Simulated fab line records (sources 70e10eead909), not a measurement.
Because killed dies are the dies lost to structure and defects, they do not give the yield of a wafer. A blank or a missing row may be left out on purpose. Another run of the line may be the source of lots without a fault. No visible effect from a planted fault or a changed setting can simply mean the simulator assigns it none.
fab line records -- flow nandHarc -- part 1 of 2: steps 1 to 30 of 36
record lots=5, wafers=15, lastDay=25
route steps=1159 shown A_STAIRCASE@729 A_SGD_CUT@747
lots untouched by any fault: they come from a run of this same line in which no faults occurred
startH: the number of hours between the record's first day and the start of the first shown wafer of the lot -- waitH: time in hours since the lot's previous step -- " repeats the value in the row above -- L1.1+2: a single row standing in for several wafers -- - no value, or no start was given -- * or withheld: withheld -- < > ~ a bound
route shown NAME@n: names a module that has steps shown in the file, with the first one's number in the route -- usual: average and standard deviation across the fault-free wafers -- same: alike in all rows -- chamber/n: place in a boat -- sites: each site's reading -- _std_site: standard deviation of those values -- _edge_site: outer sites' mean less inner sites' -- radiusMm: for every site, how far away it sits from the centre of the wafer -- mask NAME#n: copy n -- behind: the tool/chamber that last shaped the wafer -- hold: cause of the lot's hold/its duration in hours/its outcome -- device: which transistor (n, p or np) failed to switch -- end of line: the tests these same wafers got at the end of their route -- where a step has no rows: the recipe by itself -- killed: at the first sort, the dies lost to defects and structure; wafer yield is something else -- map: shows each die of a wafer: x if killed, . if not, _ if none is there
set.NAME: the setting the step ran with; set.NAME@STEP: the setting that earlier step ran with -- model.NAME: the simulator's own value behind a step, which no gauge read
certain route steps with their lots: each step a table, each wafer a row
services: when a tool's chamber went out of use (startH, in hours from the record's first day, below 0 if earlier), for how many hours, and the reason
## steps
# step NHARC_A_STAIRCASE_STRIP_446
# recipe powerW=1500, tempC=250, chemistry=O2
# usual drypumpMotorCurrentA=6.0/0.32, heaterPowerW=329/18, tempC=250.04/0.18
lot.wafer,tool,chamber,startH,waitH,drypumpMotorCurrentA,heaterPowerW,rfHoursCounterH,tempC
L076.3,plasmaAsher-01,1,310.85,0.3,5.9,335,-,249.74
L076.6,plasmaAsher-01,1,310.85,0.3,5.9,334,-,249.73
L076.5,plasmaAsher-01,0,310.85,0.3,6.4,343,-,250.30
L074.1,plasmaAsher-02,0,321.79,0.0,5.5,304,46,250.06
L074.3,plasmaAsher-02,0,321.79,0.0,5.4,291,-,249.89
L074.4,plasmaAsher-02,1,321.79,0.0,5.9,318,-,250.11
L090.1,plasmaAsher-01,0,393.16,0.0,6.4,344,49,249.66
L090.2,plasmaAsher-01,1,393.16,0.0,5.9,338,49,250.35
L090.6,plasmaAsher-01,1,393.16,0.0,5.9,340,-,250.29
L092.2,plasmaAsher-02,1,404.10,0.4,6.0,336,6,249.78
L092.4,plasmaAsher-02,1,404.10,0.4,5.9,337,-,249.75
L092.3,plasmaAsher-02,0,404.10,0.4,5.4,287,-,250.12
L094.1,plasmaAsher-01,0,426.81,0.0,6.4,346,61,250.02
L094.2,plasmaAsher-01,1,426.81,0.0,5.9,331,61,249.83
L094.6,plasmaAsher-01,0,426.81,0.0,6.4,335,-,250.05
# step NHARC_A_STAIRCASE_STRIP_447
# recipe timeS=900, tempC=130, chemistry=SPM
# usual tempC=130.00/0.13
lot.wafer,tool,chamber,startH,waitH,tempC
L076.6,wetBench-05,2,311.11,0.1,130.19
L076.3,wetBench-05,5,311.11,0.1,130.01
L076.5,wetBench-05,6,311.11,0.1,130.11
L074.1,wetBench-06,1,322.15,0.3,130.04
L074.4,wetBench-06,3,322.15,0.3,129.77
L074.3,wetBench-06,5,322.15,0.3,130.20
L090.6,wetBench-02,6,393.52,0.1,129.98
L090.1,wetBench-02,1,393.52,0.1,130.06
L090.2,wetBench-02,2,393.52,0.1,130.02
L092.4,wetBench-02,7,404.46,0.2,129.89
L092.3,wetBench-02,0,404.46,0.2,129.99
L092.2,wetBench-02,3,404.46,0.2,129.82
L094.6,wetBench-02,6,427.18,0.1,130.07
L094.2,wetBench-02,7,427.18,0.1,130.12
L094.1,wetBench-02,1,427.18,0.1,130.06
# step NHARC_A_STAIRCASE_PRECLEAN_448
# recipe timeS=*, tempC=50, bathAgeMin=0, chemistry=SC1
# usual diwFlowMLMin=1415/4.1, tempC=50.00/0.12
lot.wafer,tool,chamber,startH,waitH,diwFlowMLMin,tempC
L076.6,wetBench-05,2,-,-,1413,50.01
L076.3,wetBench-05,5,-,-,1411,50.07
L076.5,wetBench-05,6,-,-,1410,49.97
L074.1,wetBench-06,1,-,-,1413,50.18
L074.4,wetBench-06,3,-,-,1417,49.94
L074.3,wetBench-06,5,-,-,1415,49.82
L090.6,wetBench-02,6,-,-,1411,50.00
L090.1,wetBench-02,1,-,-,1420,50.28
L090.2,wetBench-02,2,-,-,1424,50.17
L092.4,wetBench-02,7,-,-,1414,49.92
L092.3,wetBench-02,0,-,-,1416,49.86
L092.2,wetBench-02,3,-,-,1416,49.98
L094.6,wetBench-02,6,-,-,1406,50.00
L094.2,wetBench-02,7,-,-,1417,50.18
L094.1,wetBench-02,1,-,-,1414,49.84
# step NHARC_A_STAIRCASE_SRD_449
lot.wafer,tool,chamber,startH,waitH
L076.6+3+5,wetBench-05,"2,5,6",-,-
L074.1+4+3,wetBench-06,"1,3,5",-,-
L090.6+1+2,wetBench-02,"6,1,2",-,-
L092.4+3+2,wetBench-02,"7,0,3",-,-
L094.6+2+1,wetBench-02,"6,7,1",-,-
# step NHARC_A_STAIRCASE_CMP_450
# recipe targetThkNm=200, material=SiO2
# usual motorCurrentA=11.9/1.1
lot.wafer,tool,chamber,startH,waitH,motorCurrentA
L076.3,cmp-03,3,311.56,-,11.0
L076.5,cmp-03,3,311.56,-,11.6
L076.6,cmp-03,0,311.56,-,10.6
L074.3,cmp-02,3,322.61,-,13.2
L074.1,cmp-02,1,322.61,-,12.9
L074.4,cmp-02,2,322.61,-,11.8
L090.1,cmp-02,3,393.97,-,13.6
L090.2,cmp-02,0,393.97,-,9.2
L090.6,cmp-02,0,393.97,-,9.6
L092.2,cmp-01,3,404.90,-,11.3
L092.3,cmp-01,0,404.90,-,12.5
L092.4,cmp-01,1,404.90,-,12.3
L094.2,cmp-02,2,427.62,-,11.0
L094.1,cmp-02,1,427.62,-,12.4
L094.6,cmp-02,3,427.62,-,13.7
# step NHARC_A_STAIRCASE_CMP_152
# usual motorCurrentA=11.9/1.2
lot.wafer,tool,chamber,startH,waitH,motorCurrentA
L076.3,cmp-03,3,311.63,0.1,11.3
L076.5,cmp-03,3,311.63,0.1,12.2
L076.6,cmp-03,0,311.63,0.1,10.8
L074.3,cmp-02,3,322.69,0.1,12.6
L074.1,cmp-02,1,322.69,0.1,13.6
L074.4,cmp-02,2,322.69,0.1,11.0
L090.1,cmp-02,3,394.04,0.1,13.7
L090.2,cmp-02,0,394.04,0.1,9.7
L090.6,cmp-02,0,394.04,0.1,10.0
L092.2,cmp-01,3,404.98,0.1,11.2
L092.3,cmp-01,0,404.98,0.1,12.4
L092.4,cmp-01,1,404.98,0.1,11.3
L094.2,cmp-02,2,427.69,0.1,11.5
L094.1,cmp-02,1,427.69,0.1,13.9
L094.6,cmp-02,3,427.69,0.1,13.6
# step NHARC_A_STAIRCASE_SRD_154
lot.wafer,tool,chamber,startH,waitH
L076.5+3+6,wetBench-05,"7,0,2",311.92,0.0
L074.4+3+1,wetBench-05,"0,3,4",322.97,0.0
L090.6+2+1,wetBench-06,"7,0,1",394.33,0.0
L092.2+4+3,wetBench-06,"5,6,1",405.26,0.0
L094.6+2+1,wetBench-02,"3,4,7",427.98,0.0
# step NHARC_A_STAIRCASE_ETCH_403
# recipe targetDepthA=1082, chemistry=dHF, material=SiO2
lot.wafer,tool,chamber,startH,waitH
L076.5+3+6,wetBench-05,"7,0,2",311.94,0.0
L074.4+3+1,wetBench-05,"0,3,4",323.00,0.0
L090.6+2+1,wetBench-06,"7,0,1",394.35,0.0
L092.2+4+3,wetBench-06,"5,6,1",405.29,0.0
L094.6+2+1,wetBench-02,"3,4,7",428.00,0.0
# step NHARC_A_STAIRCASE_ETCHBACK_422
# recipe targetDepthA=400, overEtchFrac=0.3, timeS=74.286, ionEnergyEv=120, ch3fFlowSccm=50, o2FlowSccm=30, arFlowSccm=200, rfW=500, biasW=100, chemistry=CH3F/O2
# usual drypumpMotorCurrentA=5.9/0.62, oesProductAu=0.96/0.039, rfVppV=244.0/1.4, showerheadPlenumPTorr=2.43/0.088, throttleValvePct=20.664/0.0098
lot.wafer,tool,chamber,startH,waitH,drypumpMotorCurrentA,oesProductAu,rfHoursCounterH,rfVppV,showerheadPlenumPTorr,throttleValvePct
L076.3,rieDiel-13,0,312.13,0.2,6.1,0.98,9,241.8,2.29,20.677
L076.5,rieDiel-13,1,312.13,0.2,6.4,0.98,-,245.6,2.47,20.652
L076.6,rieDiel-13,2,312.13,0.2,6.0,0.97,-,245.3,2.53,20.667
L074.3,rieDiel-05,2,323.15,0.1,5.3,0.93,57,244.3,2.48,20.673
L074.4,rieDiel-05,3,323.15,0.1,6.6,0.91,56,243.7,2.33,20.664
L074.1,rieDiel-05,0,323.15,0.1,6.5,0.92,57,244.0,2.34,20.677
L090.1,rieDiel-05,3,394.55,0.2,6.7,0.99,18,242.6,2.32,20.663
L090.2,rieDiel-05,0,394.55,0.2,6.5,0.99,14,245.3,2.33,20.661
L090.6,rieDiel-05,2,394.55,0.2,5.3,1.01,-,245.7,2.47,20.647
L092.3,rieDiel-09,2,405.44,0.1,5.7,0.92,48,245.3,2.49,20.657
L092.4,rieDiel-09,3,405.44,0.1,4.7,0.92,51,243.4,2.47,20.672
L092.2,rieDiel-09,0,405.44,0.1,5.7,0.92,39,246.8,2.56,20.682
L094.1,rieDiel-05,3,428.15,0.1,6.7,0.92,27,242.3,2.32,20.664
L094.2,rieDiel-05,0,428.15,0.1,6.5,0.91,23,243.4,2.33,20.669
L094.6,rieDiel-05,3,428.15,0.1,6.6,0.91,-,242.8,2.32,20.662
# step NHARC_A_STAIRCASE_ETCH_423
# recipe targetDepthA=300, chemistry=dHF, material=SiO2
lot.wafer,tool,chamber,startH,waitH
L076.6+3+5,wetBench-02,"1,5,6",312.26,0.1
L074.4+3+1,wetBench-05,"1,2,4",323.33,0.2
L090.6+1+2,wetBench-05,"3,5,6",394.68,0.1
L092.4+2+3,wetBench-06,"4,5,7",405.62,0.1
L094.2+6+1,wetBench-02,"3,4,7",428.32,0.1
# step NHARC_A_STAIRCASE_ETCHBACK_157
# recipe targetDepthA=900, overEtchFrac=0.3, timeS=167.14, ionEnergyEv=120, ch3fFlowSccm=50, o2FlowSccm=30, arFlowSccm=200, rfW=500, biasW=100, chemistry=CH3F/O2
# usual drypumpMotorCurrentA=5.8/0.58, oesProductAu=0.98/0.033, rfVppV=244.0/1.5, showerheadPlenumPTorr=2.44/0.096, throttleValvePct=20.663/0.0097
lot.wafer,tool,chamber,startH,waitH,drypumpMotorCurrentA,oesProductAu,rfHoursCounterH,rfVppV,showerheadPlenumPTorr,throttleValvePct
L076.3,rieDiel-13,2,312.51,0.2,6.0,0.98,9,246.3,2.53,20.665
L076.5,rieDiel-13,0,312.51,0.2,6.1,1.00,-,242.5,2.29,20.663
L076.6,rieDiel-13,1,312.51,0.2,6.4,1.00,-,245.2,2.47,20.667
L074.3,rieDiel-09,0,323.51,0.2,5.6,1.00,25,246.3,2.57,20.663
L074.1,rieDiel-09,1,323.51,0.2,5.8,1.00,25,245.9,2.53,20.676
L074.4,rieDiel-09,2,323.51,0.2,5.7,1.01,25,245.2,2.50,20.667
L090.1,rieDiel-13,1,394.92,0.2,6.4,0.92,42,242.9,2.46,20.660
L090.2,rieDiel-13,2,394.92,0.2,5.9,0.91,45,244.2,2.52,20.655
L090.6,rieDiel-13,3,394.92,0.2,5.1,0.93,-,244.9,2.55,20.645
L092.4,rieDiel-05,1,405.85,0.2,5.2,0.99,22,245.0,2.50,20.650
L092.3,rieDiel-05,2,405.85,0.2,5.3,1.01,22,246.5,2.47,20.666
L092.2,rieDiel-05,3,405.85,0.2,6.6,1.00,21,243.3,2.32,20.675
L094.1,rieDiel-09,2,428.55,0.2,5.8,0.93,53,244.6,2.49,20.649
L094.2,rieDiel-09,3,428.55,0.2,4.8,0.92,56,245.5,2.47,20.675
L094.6,rieDiel-09,1,428.55,0.2,5.8,0.92,-,245.8,2.51,20.658
# step NHARC_A_STAIRCASE_STRIP_475
# recipe timeS=20, o2FlowSccm=500, arFlowSccm=0, biasW=0, chemistry=O2
# usual drypumpMotorCurrentA=5.8/0.59, oesProductAu=0.994/0.0092, rfVppV=57.7/0.93, showerheadPlenumPTorr=3.51/0.13, throttleValvePct=17.036/0.0089
lot.wafer,tool,chamber,startH,waitH,drypumpMotorCurrentA,oesProductAu,rfHoursCounterH,rfVppV,showerheadPlenumPTorr,throttleValvePct
L076.3,rieDiel-13,1,-,-,6.4,0.995,9,58.2,3.55,17.042
L076.6,rieDiel-13,1,-,-,6.4,0.993,-,58.6,3.55,17.023
L076.5,rieDiel-13,2,-,-,6.0,0.989,-,57.6,3.63,17.029
L074.1,rieDiel-09,0,-,-,5.7,1.002,25,58.6,3.68,17.036
L074.4,rieDiel-09,1,-,-,5.8,0.983,25,56.6,3.62,17.044
L074.3,rieDiel-09,2,-,-,5.7,0.998,25,59.0,3.58,17.046
L090.2,rieDiel-13,0,-,-,6.1,0.994,42,55.8,3.28,17.037
L090.1,rieDiel-13,2,-,-,6.0,0.985,45,57.9,3.61,17.035
L090.6,rieDiel-13,1,-,-,6.4,1.002,-,56.6,3.53,17.035
L092.2,rieDiel-05,1,-,-,5.2,0.986,22,56.9,3.59,17.031
L092.4,rieDiel-05,2,-,-,5.3,1.002,23,57.0,3.55,17.021
L092.3,rieDiel-05,3,-,-,6.7,0.990,21,57.8,3.34,17.039
L094.2,rieDiel-09,3,-,-,4.8,0.992,56,57.6,3.54,17.053
L094.1,rieDiel-09,0,-,-,5.7,0.989,43,57.7,3.67,17.038
L094.6,rieDiel-09,3,-,-,4.8,0.990,-,58.5,3.54,17.041
# step NHARC_A_STAIRCASE_DEP_471
# recipe targetThkA=1000, tempC=400, pressureTorr=6.5, rfW=900, teosFlowSccm=161.4, flowSccm=2650, targetThkNm=100, gas=O2, material=SiO2
# usual heaterPowerW=508/93, susceptorTempC=400.01/0.24, throttleValvePct=15.6/0.73
lot.wafer,tool,chamber,startH,waitH,heaterPowerW,susceptorTempC,throttleValvePct
L076.3,pecvd-04,0,312.81,-,488,399.92,15.8
L076.5,pecvd-04,1,312.81,-,537,399.53,16.1
L076.6,pecvd-04,0,312.81,-,497,400.05,15.8
L074.3,pecvd-01,2,323.79,-,660,400.30,16.5
L074.1,pecvd-01,0,323.79,-,581,399.82,16.6
L074.4,pecvd-01,1,323.79,-,395,400.55,14.8
L090.1,pecvd-02,2,395.16,-,550,400.21,15.3
L090.2,pecvd-02,0,395.16,-,461,400.09,15.2
L090.6,pecvd-02,2,395.16,-,552,399.98,15.0
L092.2,pecvd-04,0,406.14,-,479,399.62,15.5
L092.3,pecvd-04,1,406.14,-,629,399.93,16.3
L092.4,pecvd-04,2,406.14,-,463,399.83,14.6
L094.1,pecvd-04,0,428.79,-,457,400.39,15.6
L094.2,pecvd-04,2,428.79,-,495,400.34,14.9
L094.6,pecvd-04,1,428.79,-,697,400.10,16.4
# step NHARC_A_STAIRCASE_CMP_472
# recipe material=SiO2
# usual motorCurrentA=11.8/1.1
lot.wafer,tool,chamber,startH,waitH,motorCurrentA
L076.3,cmp-02,1,313.05,0.2,13.4
L076.5,cmp-02,1,313.05,0.2,13.5
L076.6,cmp-02,2,313.05,0.2,11.6
L074.3,cmp-01,0,324.07,0.2,12.6
L074.1,cmp-01,1,324.07,0.2,10.7
L074.4,cmp-01,2,324.07,0.2,12.7
L090.1,cmp-01,0,395.45,0.3,12.7
L090.2,cmp-01,2,395.45,0.3,13.0
L090.6,cmp-01,0,395.45,0.3,12.3
L092.3,cmp-02,2,406.39,0.2,11.5
L092.2,cmp-02,0,406.39,0.2,9.4
L092.4,cmp-02,1,406.39,0.2,13.0
L094.1,cmp-03,0,429.07,0.2,9.8
L094.2,cmp-03,1,429.07,0.2,11.4
L094.6,cmp-03,1,429.07,0.2,12.4
# step NHARC_A_STAIRCASE_SRD_474
lot.wafer,tool,chamber,startH,waitH
L076.6+5+3,wetBench-02,"3,6,7",313.31,0.0
L074.3+1+4,wetBench-06,"1,3,4",324.34,0.0
L090.6+1+2,wetBench-06,"6,0,1",395.70,0.0
L092.2+4+3,wetBench-05,"6,0,1",406.65,0.0
L094.6+2+1,wetBench-05,"2,4,7",429.33,0.0
# step NHARC_A_STAIRCASE_INSPECT_155
# usual rawDefectCount=354/110
lot.wafer,tool,chamber,startH,waitH,rawDefectCount
L076.3,defectInspect-01,-,313.39,0.1,229
L076.5,defectInspect-01,-,313.39,0.1,454
L076.6,defectInspect-01,-,313.39,0.1,380
L074.1,defectInspect-01,-,324.42,0.1,312
L074.3,defectInspect-01,-,324.42,0.1,313
L074.4,defectInspect-01,-,324.42,0.1,359
L090.1,defectInspect-01,-,395.77,0.1,533
L090.2,defectInspect-01,-,395.77,0.1,540
L090.6,defectInspect-01,-,395.77,0.1,366
L092.2,defectInspect-02,-,406.73,0.1,232
L092.3,defectInspect-02,-,406.73,0.1,204
L092.4,defectInspect-02,-,406.73,0.1,223
L094.1,defectInspect-01,-,429.41,0.1,345
L094.2,defectInspect-01,-,429.41,0.1,504
L094.6,defectInspect-01,-,429.41,0.1,531
# step NHARC_A_SGD_CUT_DEP_00
# recipe targetThkA=500, tempC=400, targetThkNm=50, flowSccm=200, rfW=450, material=SiNx
# usual heaterPowerW=654/77, susceptorTempC=399.99/0.21
lot.wafer,tool,chamber,startH,waitH,heaterPowerW,susceptorTempC
L076.3,pecvd-02,0,313.46,0.1,637,400.33
L076.5,pecvd-02,0,313.46,0.1,609,400.15
L076.6,pecvd-02,1,313.46,0.1,573,399.94
L074.1,pecvd-04,2,324.49,0.1,552,400.09
L074.3,pecvd-04,1,324.49,0.1,782,399.77
L074.4,pecvd-04,1,324.49,0.1,776,399.74
L090.1,pecvd-02,2,395.87,0.1,630,400.22
L090.2,pecvd-02,0,395.87,0.1,575,399.81
L090.6,pecvd-02,2,395.87,0.1,657,399.72
L092.3,pecvd-04,2,406.83,0.1,591,399.76
L092.2,pecvd-04,0,406.83,0.1,570,400.38
L092.4,pecvd-04,1,406.83,0.1,836,399.72
L094.2,pecvd-02,2,429.50,0.1,635,399.62
L094.1,pecvd-02,0,429.50,0.1,639,400.24
L094.6,pecvd-02,2,429.50,0.1,621,399.44
# step NHARC_A_SGD_CUT_DEHYDRATE_01
# recipe tempC=150, timeS=120
lot.wafer,tool,chamber,startH,waitH
L076.3+5+6,lithoTrack-01,0,313.73,0.2
L074.1+3+4,lithoTrack-01,0,324.76,0.2
L090.1+2+6,lithoTrack-04,0,396.11,0.2
L092.2+3+4,lithoTrack-01,0,407.13,0.2
L094.1+2+6,lithoTrack-04,0,429.77,0.2
# step NHARC_A_SGD_CUT_HMDS_02
# recipe timeS=30
lot.wafer,tool,chamber,startH,waitH
L076.3+5+6,lithoTrack-01,0,-,-
L074.1+3+4,lithoTrack-01,0,-,-
L090.1+2+6,lithoTrack-04,0,-,-
L092.2+3+4,lithoTrack-01,0,-,-
L094.1+2+6,lithoTrack-04,0,-,-
# step NHARC_A_SGD_CUT_COAT_56
# recipe tempC=260, timeS=75
lot.wafer,tool,chamber,startH,waitH
L076.3+5+6,lithoTrack-01,0,-,-
L074.1+3+4,lithoTrack-01,0,-,-
L090.1+2+6,lithoTrack-04,0,-,-
L092.2+3+4,lithoTrack-01,0,-,-
L094.1+2+6,lithoTrack-04,0,-,-
# step NHARC_A_SGD_CUT_COAT_57
# recipe tempC=225, timeS=65
lot.wafer,tool,chamber,startH,waitH
L076.3+5+6,lithoTrack-01,0,-,-
L074.1+3+4,lithoTrack-01,0,-,-
L090.1+2+6,lithoTrack-04,0,-,-
L092.2+3+4,lithoTrack-01,0,-,-
L094.1+2+6,lithoTrack-04,0,-,-
# step NHARC_A_SGD_CUT_COAT_03
# recipe spinRpm=1500, resistThkNm=90
lot.wafer,tool,chamber,startH,waitH
L076.3+5+6,lithoTrack-01,0,-,-
L074.1+3+4,lithoTrack-01,0,-,-
L090.1+2+6,lithoTrack-04,0,-,-
L092.2+3+4,lithoTrack-01,0,-,-
L094.1+2+6,lithoTrack-04,0,-,-
# step NHARC_A_SGD_CUT_SOFTBAKE_04
# recipe tempC=105, timeS=55
lot.wafer,tool,chamber,startH,waitH
L076.3+5+6,lithoTrack-01,0,-,-
L074.1+3+4,lithoTrack-01,0,-,-
L090.1+2+6,lithoTrack-04,0,-,-
L092.2+3+4,lithoTrack-01,0,-,-
L094.1+2+6,lithoTrack-04,0,-,-
# step NHARC_A_SGD_CUT_EBR_05
lot.wafer,tool,chamber,startH,waitH
L076.3+5+6,lithoTrack-01,0,-,-
L074.1+3+4,lithoTrack-01,0,-,-
L090.1+2+6,lithoTrack-04,0,-,-
L092.2+3+4,lithoTrack-01,0,-,-
L094.1+2+6,lithoTrack-04,0,-,-
# step NHARC_A_SGD_CUT_EXPOSE_06
# recipe na=1.35, doseMj=85.59, maskId=SGD
lot.wafer,tool,chamber,startH,waitH,mask
L076.3+5+6,arfiScanner-02,0,314.05,-,SGD#0
L074.1+3+4,arfiScanner-03,0,325.07,-,SGD#0
L090.1+2+6,arfiScanner-02,0,396.43,-,SGD#0
L092.2+3+4,arfiScanner-02,0,407.45,-,SGD#0
L094.1+2+6,arfiScanner-01,0,429.95,-,SGD#0
# step NHARC_A_SGD_CUT_PEB_07
# recipe pebTempC=100, pebTimeS=65
lot.wafer,tool,chamber,startH,waitH
L076.3+5+6,lithoTrack-06,0,314.10,0.0
L074.1+3+4,lithoTrack-04,0,325.13,0.1
L090.1+2+6,lithoTrack-01,0,396.49,0.1
L092.2+3+4,lithoTrack-06,0,407.50,0.1
L094.1+2+6,lithoTrack-06,0,430.01,0.1
# step NHARC_A_SGD_CUT_DEVELOP_08
# recipe developTimeS=35, devTempC=23
# same developTimeS=35
lot.wafer,tool,chamber,startH,waitH
L076.3+5+6,lithoTrack-06,0,-,-
L074.1+3+4,lithoTrack-04,0,-,-
L090.1+2+6,lithoTrack-01,0,-,-
L092.2+3+4,lithoTrack-06,0,-,-
L094.1+2+6,lithoTrack-06,0,-,-
# step NHARC_A_SGD_CUT_CD_MEAS_09
# recipe targetCdNm=100, landingEnergyEv=500
# usual cdNm=100.3/0.64
lot.wafer,tool,chamber,startH,waitH,cdNm
L076.3,cdSem-01,0,314.19,-,101.3
L076.5,cdSem-01,0,314.19,-,101.1
L076.6,cdSem-01,0,314.19,-,101.2
L074.1,cdSem-02,0,325.21,-,100.3
L074.3,cdSem-02,0,325.21,-,99.6
L074.4,cdSem-02,0,325.21,-,100.0
L090.1,cdSem-01,0,396.57,-,101.0
L090.2,cdSem-01,0,396.57,-,100.6
L090.6,cdSem-01,0,396.57,-,100.9
L092.2,cdSem-03,0,407.59,-,100.0
L092.3,cdSem-03,0,407.59,-,100.3
L092.4,cdSem-03,0,407.59,-,99.4
L094.1,cdSem-03,0,430.09,-,100.0
L094.2,cdSem-03,0,430.09,-,100.9
L094.6,cdSem-03,0,430.09,-,101.2
# step NHARC_A_SGD_CUT_OVL_MEAS_10
# usual overlayXNm=0.3/0.81, overlayYNm=-0.2/0.91
lot.wafer,tool,chamber,startH,waitH,overlayXNm,overlayYNm
L076.3,overlay-02,-,314.27,-,-0.1,-0.9
L076.5,overlay-02,-,314.27,-,0.2,-1.0
L076.6,overlay-02,-,314.27,-,-0.2,-1.2
L074.1,overlay-01,-,325.30,-,0.5,0.5
L074.3,overlay-01,-,325.30,-,-0.3,0.8
L074.4,overlay-01,-,325.30,-,0.0,0.2
L090.1,overlay-01,-,396.65,-,0.3,-1.6
L090.2,overlay-01,-,396.65,-,0.3,-1.9
L090.6,overlay-01,-,396.65,-,0.4,-1.5
L092.2,overlay-01,-,407.67,-,-1.2,-0.1
L092.3,overlay-01,-,407.67,-,-0.9,-0.1
L092.4,overlay-01,-,407.67,-,-1.2,-0.2
L094.1,overlay-02,-,430.18,-,0.1,0.0
L094.2,overlay-02,-,430.18,-,-0.2,-0.3
L094.6,overlay-02,-,430.18,-,0.3,-0.5
# step NHARC_A_SGD_CUT_INSPECT_11
# usual rawDefectCount=18/10
lot.wafer,tool,chamber,startH,waitH,rawDefectCount
L076.3,defectInspect-01,-,314.31,0.0,7
L076.5,defectInspect-01,-,314.31,0.0,10
L076.6,defectInspect-01,-,314.31,0.0,4
L074.1,defectInspect-01,-,325.34,0.0,23
L074.3,defectInspect-01,-,325.34,0.0,15
L074.4,defectInspect-01,-,325.34,0.0,22
L090.1,defectInspect-02,-,396.69,0.0,26
L090.2,defectInspect-02,-,396.69,0.0,24
L090.6,defectInspect-02,-,396.69,0.0,25
L092.2,defectInspect-01,-,407.71,0.0,23
L092.3,defectInspect-01,-,407.71,0.0,32
L092.4,defectInspect-01,-,407.71,0.0,31
L094.1,defectInspect-01,-,430.23,0.1,41
L094.2,defectInspect-01,-,430.23,0.1,35
L094.6,defectInspect-01,-,430.23,0.1,29
